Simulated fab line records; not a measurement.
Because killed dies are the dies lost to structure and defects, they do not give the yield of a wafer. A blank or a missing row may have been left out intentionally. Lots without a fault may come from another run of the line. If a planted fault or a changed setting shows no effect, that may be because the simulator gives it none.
Check for tools in common	flow nand-harc	1 lot, 3 wafers sampled

## WHY IT WAS OPENED
At NHARC_END_SORT_01 the reading killed-at-periphery is flagged on 1 of 1 lot. Fault-free wafers read 4.3, with a standard deviation of 2.8.
Rule: a lot is flagged in two cases, either no wafer of it has a number, or all its wafers with numbers fall more than 4 standard deviations from that mean. All remaining lots are regarded as sound.

lot	measured	on	killed-at-periphery, wafer by wafer	flag
L261	day 31 16:52	prober-02	624 611 617	FLAGGED
Flagged lots average 617.3: +613.0 relative to the usual, that is +99 or more standard deviations.

## WHICH TOOL EACH LOT WENT THROUGH
The record holds 3 process steps before the reading, out of a route of 1302 steps. Cell contents, in order: the tool; ch with the chambers the sampled wafers went through; the start.
lot	flag	NHARC_P_ZERO_WELL_ETCH_63	NHARC_P_ZERO_WELL_EXPOSE_34	NHARC_P_GATE_STRIP_111
L261	FLAGGED	rie-si-04 ch 1,2, day 6 21:33	krf-scanner-03 ch 0, day 6 23:59	no row
These steps, and what they do:
- NHARC_P_ZERO_WELL_ETCH_63: etches the open film in HBr/Cl2, target depth 120 nm, time 40.1 s.
- NHARC_P_ZERO_WELL_EXPOSE_34: exposes mask P PWELL, target cd 720 nm.
- NHARC_P_GATE_STRIP_111: strips in N2/H2, time 250 s.
- NHARC_END_SORT_01

## FLAGGED AGAINST TOTAL, ONE TOOL AT A TIME (gauges that did the reading follow at the end)
step	tool	lots run	flagged	share of the flagged lots	sound lots run after its first flagged lot
NHARC_P_ZERO_WELL_ETCH_63	rie-si-04	1	1	all	0
NHARC_P_ZERO_WELL_EXPOSE_34	krf-scanner-03	1	1	all	0
NHARC_END_SORT_01	prober-02	1	1	all	0

## WHAT IS ALLOWED BY THE TABLE
Rows of the table that ran every flagged lot, 3 in all: rie-si-04 at NHARC_P_ZERO_WELL_ETCH_63, krf-scanner-03 at NHARC_P_ZERO_WELL_EXPOSE_34, prober-02 at NHARC_END_SORT_01.
- rie-si-04 at NHARC_P_ZERO_WELL_ETCH_63: 1 of its 1 lot flagged. Because this sample shows no sound lot run on it before its first flagged lot, the start cannot be pinned down more closely.
- krf-scanner-03 at NHARC_P_ZERO_WELL_EXPOSE_34: 1 of its 1 lot flagged. Because this sample shows no sound lot run on it before its first flagged lot, the start cannot be pinned down more closely.
- prober-02 at NHARC_END_SORT_01: 1 of its 1 lot flagged. Because this sample shows no sound lot run on it before its first flagged lot, the start cannot be pinned down more closely.
These 3 tools cannot be told apart by counting lots, since each of them fits a fault that started at some hour. More lots, or a look at what each step does to the wafer, might.

## WHAT THE SIMULATOR PUT IN
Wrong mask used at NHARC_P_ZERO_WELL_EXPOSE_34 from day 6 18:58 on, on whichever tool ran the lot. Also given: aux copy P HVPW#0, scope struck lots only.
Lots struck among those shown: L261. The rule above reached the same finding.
